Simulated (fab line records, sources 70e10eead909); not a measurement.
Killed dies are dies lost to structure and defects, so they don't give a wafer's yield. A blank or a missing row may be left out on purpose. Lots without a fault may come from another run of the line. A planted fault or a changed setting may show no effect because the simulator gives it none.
Chamber matching | flow nand_harc | NHARC_A_STAIRCASE_DEP_151 on pecvd-03: 3 sister chambers
The step deposits SiO2, target thk 7200 nm. 3 wafers are shown with their chamber, then 10 later ones without.

WAFERS WITH THEIR CHAMBER
wafer  | chamber | heater_power_w (W)
L084.1 | 1       | 656
L091.2 | 2       | 658
L091.3 | 0       | 573

WAFERS WITHOUT THEIR CHAMBER
wafer  | heater_power_w (W)
L091.4 | 591
L092.4 | 610
L092.5 | 583
L092.6 | 451
L093.2 | 719
L093.3 | 598
L093.6 | 448
L094.1 | 490
L094.4 | 578
L094.5 | 587

WHICH CHAMBER EACH WENT THROUGH
wafer  | from the rows above          | in truth
L091.4 | can't be placed: 0 or 1 or 2 | 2
L092.4 | can't be placed: 0 or 1 or 2 | 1
L092.5 | can't be placed: 0 or 1 or 2 | 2
L092.6 | can't be placed: 0 or 1 or 2 | 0
L093.2 | can't be placed: 2 or 1 or 0 | 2
L093.3 | can't be placed: 0 or 1 or 2 | 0
L093.6 | can't be placed: 0 or 1 or 2 | 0
L094.1 | can't be placed: 0 or 1 or 2 | 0
L094.4 | can't be placed: 0 or 1 or 2 | 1
L094.5 | can't be placed: 0 or 1 or 2 | 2
Placed correctly: 0 of 10. Can't be placed from these rows: 10 (the true chamber is among the candidates in 10). Placed wrongly: 0.
How it was worked out, from the rows above alone: a wafer's distance from a chamber is the root of the sum, over the readings, of the square of ((its reading less the chamber's mean) divided by the reading's scatter). The wafer belongs to the nearest chamber; if the next one is less than 2 further off, it can't be placed. A chamber's mean is the mean of its shown wafers. The scatter: with one shown wafer a chamber, the root of the mean of the squares of how far each hidden wafer lies from its nearest shown one.
